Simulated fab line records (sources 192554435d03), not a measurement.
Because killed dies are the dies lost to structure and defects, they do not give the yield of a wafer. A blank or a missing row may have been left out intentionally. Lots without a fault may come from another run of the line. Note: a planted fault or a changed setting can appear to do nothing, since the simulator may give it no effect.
Matching of chambers -- flow n5 finfet -- N5_BEOL_M10_DESCUM_33 on rie diel-01: 4 sister chambers
The step chemistry O2, time 7.9 s. 14 wafers are shown with their chamber, then 7 later ones without.

EACH WAFER AND ITS CHAMBER
wafer,chamber,throttle valve pct (%),showerhead plenum p Torr (Torr),oes product au (a.u.)
L075.1,1,20.4,2.06,0.76
L075.2,2,20.7,2.16,0.81
L075.5,2,20.7,2.16,0.81
L076.3,3,20.8,2.19,0.70
L076.5,2,20.7,2.16,0.80
L076.6,1,20.4,2.06,0.75
L078.2,1,20.5,2.06,0.74
L078.3,2,20.7,2.15,0.80
L078.4,3,20.8,2.18,0.69
L088.2,1,20.5,2.05,0.73
L088.5,0,20.1,2.00,0.84
L088.6,3,20.8,2.18,0.68
L094.1,0,20.1,2.00,0.84
L094.2,1,20.5,2.05,0.72

SIGNATURES, as means of the wafers listed above
reading,chamber 0,chamber 1,chamber 2,chamber 3,scatter within a chamber
throttle valve pct,20.100,20.460,20.700,20.800,0.0346
showerhead plenum p Torr,2.0000,2.0560,2.1575,2.1833,0.00512
oes product au,0.8400,0.7400,0.8050,0.6900,0.0114
Rule: distance of a wafer from a chamber = root of the sum over the readings of ((wafer's reading minus chamber's mean) / reading's scatter) squared. The wafer belongs to the nearest chamber; if the next one is less than 2 further off, it can't be placed. The scatter is the square root of a quotient: the sum, over the shown wafers, of each reading's squared deviation from its chamber's mean, divided by wafers minus chambers.

WAFERS WITHOUT THEIR CHAMBER
wafer,throttle valve pct (%),showerhead plenum p Torr (Torr),oes product au (a.u.)
L094.3,20.8,2.14,0.77
L094.4,20.5,2.05,0.72
L094.5,20.7,2.14,0.76
L094.6,20.1,2.00,0.84
L096.2,20.8,2.14,0.77
L096.4,20.5,2.04,0.71
L096.6,20.8,2.14,0.77

CHAMBER TAKEN BY EACH
wafer,from the rows above,in truth
L094.3,2,2
L094.4,1,1
L094.5,2,2
L094.6,0,0
L096.2,2,2
L096.4,1,1
L096.6,2,2
Placed correctly: 7 of 7. Left unplaced by these rows: 0. Number placed wrongly: 0.
